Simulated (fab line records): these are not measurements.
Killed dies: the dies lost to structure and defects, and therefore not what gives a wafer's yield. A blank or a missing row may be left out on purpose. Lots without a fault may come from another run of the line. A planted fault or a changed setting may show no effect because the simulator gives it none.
Matching of chambers / flow nand_harc / NHARC_P_M0_DEP_32 on pecvd-02: 3 sister chambers
The step deposits SiCN, target thk 30 nm. 3 wafers are shown with their chamber, then 10 later ones without.

EACH WAFER AND ITS CHAMBER
wafer=L091.6; chamber=0; heater_power_w (W)=492
wafer=L093.2; chamber=1; heater_power_w (W)=690
wafer=L093.3; chamber=2; heater_power_w (W)=552

WAFERS WITH NO CHAMBER GIVEN
wafer=L093.4; heater_power_w (W)=568
wafer=L092.3; heater_power_w (W)=534
wafer=L092.4; heater_power_w (W)=788
wafer=L092.6; heater_power_w (W)=536
wafer=L095.1; heater_power_w (W)=720
wafer=L095.3; heater_power_w (W)=444
wafer=L095.6; heater_power_w (W)=444
wafer=L097.3; heater_power_w (W)=573
wafer=L097.4; heater_power_w (W)=786
wafer=L097.6; heater_power_w (W)=590

CHAMBER TAKEN BY EACH
wafer=L093.4; from the rows above=can't be placed: 2 or 0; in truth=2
wafer=L092.3; from the rows above=can't be placed: 2 or 0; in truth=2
wafer=L092.4; from the rows above=1; in truth=1
wafer=L092.6; from the rows above=can't be placed: 2 or 0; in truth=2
wafer=L095.1; from the rows above=1; in truth=1
wafer=L095.3; from the rows above=can't be placed: 0 or 2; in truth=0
wafer=L095.6; from the rows above=can't be placed: 0 or 2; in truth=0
wafer=L097.3; from the rows above=can't be placed: 2 or 0 or 1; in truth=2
wafer=L097.4; from the rows above=1; in truth=1
wafer=L097.6; from the rows above=can't be placed: 2 or 0 or 1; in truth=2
Correct placement for 3 of the 10. Cannot be placed on the basis of these rows: 7; the candidates contain the true chamber in 7. Number placed wrongly: 0.
How it was worked out, from the rows above alone: a wafer's distance from a chamber is the root of the sum, over the readings, of the square of ((its reading less the chamber's mean) divided by the reading's scatter). The wafer belongs to the nearest chamber; if the next one is less than 2 further off, it can't be placed. A chamber's mean is the mean of its shown wafers. The scatter (one wafer shown for each chamber): square how far every hidden wafer sits from the nearest shown wafer, average those squares and take the square root.
